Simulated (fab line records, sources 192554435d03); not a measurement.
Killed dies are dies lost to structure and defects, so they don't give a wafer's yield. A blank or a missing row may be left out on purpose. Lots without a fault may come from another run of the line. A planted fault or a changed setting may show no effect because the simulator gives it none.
Split-lot experiment | flow n5_finfet | 7 lots, 39 wafers read, on a route of 1938 steps

THE SPLIT
At N5_BEOL_M4_TRENCH_ETCH_37 (etches SiOC in C4F6/O2, target depth 55.555 nm, time 29.2 s), the setting time_s was moved away from the recipe's 29.2 s on 18 of the 39 wafers read, by -47.0% to +41.8%. The other wafers ran this setting at the recipe's value.

FROM THE SPLIT TO THE READING: what the file shows between them, 13 steps
- N5_BEOL_M4_ETCH_41: etches SiCN in CH3F/O2, target depth 29.9 nm, time 52.5 s
- N5_BEOL_M4_STRIP_97: strips in N2/H2, time 10 s
- N5_BEOL_M4_OCD_MEAS_38
- N5_BEOL_M4_HM_STRIP_39: strips TiN in peroxide tin strip, target depth 25 nm, time 158 s
- N5_BEOL_M4_SRD_40: time 30 s
- N5_BEOL_M4_ECD_50: material Cu, target thk 300 nm
- N5_BEOL_M4_ANNEAL_51: time 90 s
- N5_BEOL_M4_CMP_52: polishes, stops on SiOC, t overpolish 6.8 s, target thk 40 nm
- N5_BEOL_M4_THK_MEAS_53: measures by xrf
- N5_BEOL_M4_PRE_CLEAN_60: time 15 s
- N5_BEOL_M4_CO_CAP_55: material Co, precursor CCTBA/H2, target thk 2 nm, time 102.1 s
- N5_BEOL_M4_PRE_CLEAN_56: time 15 s
- N5_BEOL_M4_DEP_57: deposits SiCN from 3MS/NH3, target thk 8 nm, time 14 s

THE READING
M4_RS, in ohm/sq, at N5_BEOL_M4_RS_MEAS_58 (measures by four-point-probe). Fault-free wafers of this fab line usually give 0.673 ohm/sq, standard deviation 0.028 ohm/sq.

wafer  | tool, chamber at the split | time_s as run, s | against the recipe | M4_RS, ohm/sq | against lot-mates on the recipe
L077.1 | rie_diel-03, 3             | 29.2             | recipe             | 0.641         | -
L077.2 | rie_diel-03, 1             | 29.2             | recipe             | 0.645         | -
L077.3 | rie_diel-03, 0             | 18.43            | -36.9%             | 1.515         | +0.875
L077.4 | rie_diel-03, 2             | 18.43            | -36.9%             | 1.878         | +1.238
L077.5 | rie_diel-03, 2             | 18.43            | -36.9%             | 1.583         | +0.943
L077.6 | rie_diel-03, 1             | 29.2             | recipe             | 0.633         | -
L079.1 | rie_diel-04, 1             | 41.4             | +41.8%             | 0.382         | -0.270
L079.2 | rie_diel-04, 3             | 29.2             | recipe             | 0.614         | -
L079.3 | rie_diel-04, 0             | 41.4             | +41.8%             | 0.386         | -0.266
L079.4 | rie_diel-04, 2             | 29.2             | recipe             | 0.665         | -
L079.5 | rie_diel-04, 0             | 29.2             | recipe             | 0.678         | -
L079.6 | rie_diel-04, 3             | 41.4             | +41.8%             | 0.367         | -0.285
L081.1 | rie_diel-01, 1             | 29.2             | recipe             | 0.657         | -
L081.2 | rie_diel-01, 3             | 15.48            | -47.0%             | 2.838         | +2.166
L081.3 | rie_diel-01, 0             | 29.2             | recipe             | 0.645         | -
L081.4 | rie_diel-01, 2             | 29.2             | recipe             | 0.714         | -
L081.5 | rie_diel-01, 3             | 15.48            | -47.0%             | 2.868         | +2.196
L081.6 | rie_diel-01, 0             | 15.48            | -47.0%             | 2.904         | +2.232
L088.1 | rie_diel-03, 1             | 29.2             | recipe             | 0.650         | -
L088.2 | rie_diel-03, 3             | 23.55            | -19.3%             | 0.914         | +0.232
L088.3 | rie_diel-03, 2             | 29.2             | recipe             | 0.720         | -
L088.4 | rie_diel-03, 2             | 23.55            | -19.3%             | 1.145         | +0.463
L088.5 | rie_diel-03, 3             | 23.55            | -19.3%             | 0.936         | +0.254
L088.6 | rie_diel-03, 1             | 29.2             | recipe             | 0.677         | -
L089.1 | rie_diel-04, 3             | 29.2             | recipe             | 0.660         | -
L089.2 | rie_diel-04, 2             | 22               | -24.7%             | 1.214         | +0.554
L089.3 | rie_diel-04, 1             | 22               | -24.7%             | 1.233         | +0.573
L089.4 | rie_diel-04, 1             | 29.2             | recipe             | 0.663         | -
L089.5 | rie_diel-04, 3             | 29.2             | recipe             | 0.657         | -
L089.6 | rie_diel-04, 2             | 22               | -24.7%             | 1.132         | +0.472
L092.1 | rie_diel-01, 3             | 17.6             | -39.7%             | 1.854         | +1.174
L092.2 | rie_diel-01, 2             | 17.6             | -39.7%             | 1.994         | +1.314
L092.3 | rie_diel-01, 0             | 17.6             | -39.7%             | 1.862         | +1.182
L092.4 | rie_diel-01, 1             | 29.2             | recipe             | 0.697         | -
L092.5 | rie_diel-01, 2             | 29.2             | recipe             | 0.670         | -
L092.6 | rie_diel-01, 3             | 29.2             | recipe             | 0.674         | -
L094.1 | rie_diel-01, 2             | 29.2             | recipe             | 0.686         | -
L094.2 | rie_diel-01, 0             | 29.2             | recipe             | 0.683         | -
L094.5 | rie_diel-01, 1             | 29.2             | recipe             | 0.654         | -

THE FIT
A straight line over all 39 wafers: M4_RS changes by -0.0259 ohm/sq for each +1% of time_s; r = -0.86; the points scatter about the line by 0.35 ohm/sq.
The same after taking each lot's own level away (the mean of its wafers on the recipe; 39 wafers): -0.0258 ohm/sq for each +1%; r = -0.86; scatter 0.35 ohm/sq.
On that fit, the largest move of time_s shifts the reading by 1.2 ohm/sq.
The lots' own levels span 0.6397 to 0.6823 ohm/sq, that is 1.5 times the standard deviation above.
So the lot-to-lot level changes the slope little: the two slopes agree.
Check: with one of the wafers moved furthest among these (-47.0%) left out of the fit, the line predicts +1.26 ohm/sq for it against its lot-mates. It came out at +2.17 ohm/sq against them.

THE WHOLE CHAIN: every reading that the file lists as answering this split, in the file's order
step                      | what it does                                                  | reading                                                                          | change (the file's fit)                | r (the file's)
N5_BEOL_M4_TRENCH_ETCH_37 | etches SiOC in C4F6/O2, target depth 55.555 nm, time 29.2 s   | BEOL_M4.feature_depth_nm (the simulator's own value, which no gauge read)        | +0.553 nm for each +1% of the setting  | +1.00
N5_BEOL_M4_TRENCH_ETCH_37 | etches SiOC in C4F6/O2, target depth 55.555 nm, time 29.2 s   | etch.depth_nm (the simulator's own value, which no gauge read)                   | +0.552 nm for each +1% of the setting  | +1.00
N5_BEOL_M4_TRENCH_ETCH_37 | etches SiOC in C4F6/O2, target depth 55.555 nm, time 29.2 s   | TiN_of_BEOL_M4_HM_DEP_02.thk_nm (the simulator's own value, which no gauge read) | -0.0216 nm for each +1% of the setting | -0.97
N5_BEOL_M4_OCD_MEAS_38    |                                                               | trench_depth_nm                                                                  | +0.549 nm for each +1% of the setting  | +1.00
N5_BEOL_M4_CMP_52         | polishes, stops on SiOC, t overpolish 6.8 s, target thk 40 nm | Cu_of_BEOL_M4_ECD_50.thk_nm (the simulator's own value, which no gauge read)     | +0.548 nm for each +1% of the setting  | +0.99
N5_BEOL_M4_THK_MEAS_53    | measures by xrf                                               | M4_THK                                                                           | +0.558 for each +1% of the setting     | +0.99
N5_BEOL_M4_RS_MEAS_58     | measures by four-point-probe                                  | M4_RS                                                                            | -0.028 for each +1% of the setting     | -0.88

THE FILE'S OWN FIT
M4_RS changes by -0.028 ohm/sq for each +1% of time_s, r = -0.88.
